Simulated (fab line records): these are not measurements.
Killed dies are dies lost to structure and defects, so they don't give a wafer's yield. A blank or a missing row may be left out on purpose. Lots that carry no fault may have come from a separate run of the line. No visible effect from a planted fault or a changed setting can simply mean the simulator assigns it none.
The tool behind it: which one? -- flow n5_finfet -- 10 lots, 30 wafers sampled, at 5 steps of a route of 1938

## WHAT THE GAUGES SHOWED, per wafer
The record holds no reading of a measuring or inspecting step that can be judged against a usual standard deviation.

## EACH LOT AND THE TOOL THAT RAN IT (in order: tool; ch and the chambers of the sampled wafers; start)
lot,N5_MOL_CONTACT_COAG_STRIP_72,N5_MIM_BOT_ETCH_ETCH_04,N5_PASSIVATION_PECVD_01,N5_PASSIVATION_AL_DEP_21,N5_PASSIVATION_PROBE_49
L484,"rie_diel-05 ch 0,2, day 5 09:56","rie_diel-02 ch 1,2, day 11 14:55","pecvd-02 ch 1,2, day 11 15:46","pvd_sputter-03, day 11 18:52",-
L485,"rie_diel-01 ch 0,1,3, day 5 11:05","rie_diel-05 ch 0,1,2, day 12 05:03","pecvd-04 ch 0,1,2, day 12 05:54","pvd_sputter-01, day 12 08:31",-
L489,"rie_diel-02 ch 0,3, day 6 12:40","rie_diel-01 ch 1,2, day 13 11:43","pecvd-02 ch 0,2, day 13 12:34","pvd_sputter-02, day 13 15:58",-
L490,"rie_diel-02 ch 1,2,3, day 6 17:33","rie_diel-02 ch 0,2,3, day 13 10:28","pecvd-02 ch 0,1, day 13 11:20","pvd_sputter-01, day 13 15:35",-
L497,"rie_diel-02 ch 0,2,3, day 8 15:41","rie_diel-05 ch 1,2,3, day 15 02:59","pecvd-01 ch 1,2, day 15 03:53","pvd_sputter-01, day 15 05:49","prober-01, day 15 11:44"
L498,"rie_diel-02 ch 0,1,2, day 8 18:02","rie_diel-01 ch 0,1,2, day 16 05:59","pecvd-02 ch 0,2, day 16 06:53","pvd_sputter-02, day 16 09:14","prober-02, day 16 15:10"
L501,"rie_diel-01 ch 0,1,2, day 9 12:39","rie_diel-01 ch 0,2,3, day 16 04:42","pecvd-04 ch 0,2, day 16 05:37","pvd_sputter-02, day 16 08:27","prober-01, day 16 14:23"
L505,"rie_diel-05 ch 1,2, day 10 11:08","rie_diel-02 ch 0,2,3, day 17 17:46","pecvd-01 ch 0,1,2, day 17 18:39","pvd_sputter-02, day 17 21:18",-
L506,"rie_diel-05 ch 1,2,3, day 10 23:16","rie_diel-05 ch 1,2,3, day 17 22:49","pecvd-02 ch 0,1,2, day 18 00:03","pvd_sputter-02, day 18 01:37",-
L507,"rie_diel-05 ch 1,2,3, day 11 01:17","rie_diel-02 ch 1,3, day 18 03:31","pecvd-02 ch 0,1, day 18 04:46","pvd_sputter-02, day 18 06:25",-
- N5_MOL_CONTACT_COAG_STRIP_72: strips in N2/H2.
- N5_MIM_BOT_ETCH_ETCH_04: etches SiNx in CF4/O2, target depth 26 nm, time 13 s.
- N5_PASSIVATION_PECVD_01: deposits SiNx from SiH4/NH3/N2, target thk 200 nm, time 43.2 s.
- N5_PASSIVATION_AL_DEP_21: deposits Al, target thk 2800 nm, time 170 s.
- N5_PASSIVATION_PROBE_49

## AS READ BY THE TOOLS THEMSELVES (means over the sampled wafers that have a number; for cases with no such wafer, the mark the record gives instead)
N5_MOL_CONTACT_COAG_STRIP_72. Usual: drypump_motor_current_A 5.7 A, standard deviation 0.51; oes_product_au 0.77 a.u., standard deviation 0.086; rf_vpp_V 59.4 V, standard deviation 1.9; showerhead_plenum_p_Torr 2.50 Torr, standard deviation 0.035; throttle_valve_pct 23.62 %, standard deviation 0.3.
lot,tool,drypump_motor_current_A (A),oes_product_au (a.u.),rf_vpp_V (V),showerhead_plenum_p_Torr (Torr),throttle_valve_pct (%),flag
L484,rie_diel-05,5.1,0.73,60.3,2.47,23.66,
L485,rie_diel-01,5.7,0.79,58.3,2.51,23.59,
L489,rie_diel-02,5.8,0.79,59.5,2.49,23.49,
L490,rie_diel-02,6.0,0.75,61.6,2.55,23.63,
L497,rie_diel-02,5.8,0.76,60.2,2.51,23.67,
L498,rie_diel-02,5.9,0.74,59.0,2.51,23.68,
L501,rie_diel-01,6.0,0.83,57.8,2.49,23.51,
L505,rie_diel-05,5.4,0.79,60.1,2.44,23.58,
L506,rie_diel-05,5.6,0.77,58.2,2.46,23.65,
L507,rie_diel-05,5.6,0.77,59.4,2.46,23.66,

N5_MIM_BOT_ETCH_ETCH_04. Usual: drypump_motor_current_A 5.8 A, standard deviation 0.42; oes_product_au 0.78 a.u., standard deviation 0.093; rf_vpp_V 240.3 V, standard deviation 2; showerhead_plenum_p_Torr 2.16 Torr, standard deviation 0.035; throttle_valve_pct 16.00 %, standard deviation 0.25.
lot,tool,drypump_motor_current_A (A),oes_product_au (a.u.),rf_vpp_V (V),showerhead_plenum_p_Torr (Torr),throttle_valve_pct (%),flag
L484,rie_diel-02,6.0,0.71,239.8,2.19,16.28,
L485,rie_diel-05,5.4,0.84,240.1,2.14,15.79,
L489,rie_diel-01,5.7,0.92,241.0,2.16,15.86,
L490,rie_diel-02,5.8,0.73,239.2,2.17,16.19,
L497,rie_diel-05,5.6,0.83,242.0,2.14,15.99,
L498,rie_diel-01,6.0,0.84,240.9,2.14,15.89,
L501,rie_diel-01,5.7,0.85,240.5,2.15,15.91,
L505,rie_diel-02,5.8,0.70,239.4,2.16,16.25,
L506,rie_diel-05,5.6,0.90,243.4,2.21,15.88,
L507,rie_diel-02,6.1,0.68,242.2,2.18,16.02,

N5_PASSIVATION_PECVD_01. Usual: heater_power_w 413 W, standard deviation 94; showerhead_plenum_p_Torr 8.65 Torr, standard deviation 0.064; throttle_valve_pct 29.3 %, standard deviation 1.4.
lot,tool,heater_power_w (W),showerhead_plenum_p_Torr (Torr),throttle_valve_pct (%),flag
L484,pecvd-02,516,8.62,29.0,
L485,pecvd-04,368,8.71,29.0,
L489,pecvd-02,409,8.63,28.9,
L490,pecvd-02,430,8.67,29.6,
L497,pecvd-01,318,8.67,28.5,
L498,pecvd-02,332,8.61,29.0,
L501,pecvd-04,507,8.69,30.5,
L505,pecvd-01,395,8.64,29.6,
L506,pecvd-02,437,8.62,29.4,
L507,pecvd-02,359,8.67,30.0,

N5_PASSIVATION_AL_DEP_21. Usual: cathode_dc_power_W 30000 W, standard deviation 5.5; chamber_pressure_pa 0.4001 Pa, standard deviation 0.00085; throttle_valve_pct 30.4 %, standard deviation 0.46.
lot,tool,cathode_dc_power_W (W),chamber_pressure_pa (Pa),throttle_valve_pct (%),flag
L484,pvd_sputter-03,30000,0.4002,30.2,
L485,pvd_sputter-01,30000,0.4007,30.2,
L489,pvd_sputter-02,30004,0.3997,30.5,
L490,pvd_sputter-01,30002,0.3996,30.3,
L497,pvd_sputter-01,30004,0.4005,30.0,
L498,pvd_sputter-02,30004,0.4007,30.7,
L501,pvd_sputter-02,30001,0.3998,30.8,
L505,pvd_sputter-02,29997,0.4010,30.8,
L506,pvd_sputter-02,30003,0.4002,30.9,
L507,pvd_sputter-02,30003,0.3997,30.8,

N5_PASSIVATION_PROBE_49. Usual: defect_limited_yield 91.2 %, standard deviation 1.6; killed_at_M0_to_M3 33, standard deviation 11; killed_at_M4_up 15, standard deviation 6.2; killed_at_contacts 15, standard deviation 7.1; killed_at_front_end 38, standard deviation 12; killed_at_other 4, standard deviation 3.5; killed_dies 104, standard deviation 19; killed_on_rim 14, standard deviation 4; killed_open 69, standard deviation 14; killed_short 34, standard deviation 8.5; sort_bin_5_function 5.2 %, standard deviation 0.99; sort_bin_6_memory 3.3 %, standard deviation 0.77; sort_n_pass 1076, standard deviation 19; sort_yield_pct 91.2 %, standard deviation 1.6.
lot,tool,defect_limited_yield (%),killed_at_M0_to_M3,killed_at_M4_up,killed_at_contacts,killed_at_front_end,killed_at_other,killed_dies,killed_on_rim,killed_open,killed_short,sort_bin_5_function (%),sort_bin_6_memory (%),sort_n_pass,sort_yield_pct (%),flag
L497,prober-01,85.7,18,10,104,32,5,169,28,45,28,9.0,3.3,1011,85.7,OFF
L498,prober-02,84.4,30,9,107,36,1,184,27,63,28,9.8,3.3,996,84.4,OFF
L501,prober-01,93.2,30,14,11,24,2,80,12,50,29,4.2,2.4,1100,93.2,

## THE ANSWER, worked out from the rows above alone
Rule: lot off if the mean of its wafers having a number is beyond 3 standard deviations from the usual mean. Also off: a lot with no number at a reading for which 4 or more lots have one. All remaining lots with rows at the step are treated as sound. After the gauges, taken in route order, come the tools' own readings; for these a lot's mean is taken, as printed above. The first step at which some lot is off is used, and at that step the reading that is off furthest; a lot without a number counts as furthest.
Off: L497, L498, at N5_PASSIVATION_PROBE_49 (killed_at_contacts). Neither off nor sound, because the step has no rows for them: L484, L485, L489, L490, L505, L506, L507.
If a tool, at that step or one of the process steps before it, ran each lot that is off and ran no sound lot following the first of them, it fits. One candidate fits, namely rie_diel-02 at N5_MOL_CONTACT_COAG_STRIP_72. It ran no sound lot before its first lot that is off in this sample, so the start can't be narrowed down.

## WHAT THE SIMULATOR PUT IN
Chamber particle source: rie_diel-02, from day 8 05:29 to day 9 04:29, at N5_MOL_CONTACT_COAG_STRIP_72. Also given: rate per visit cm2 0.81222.
Lots struck among those shown: L497, L498. Same finding as the rule above.
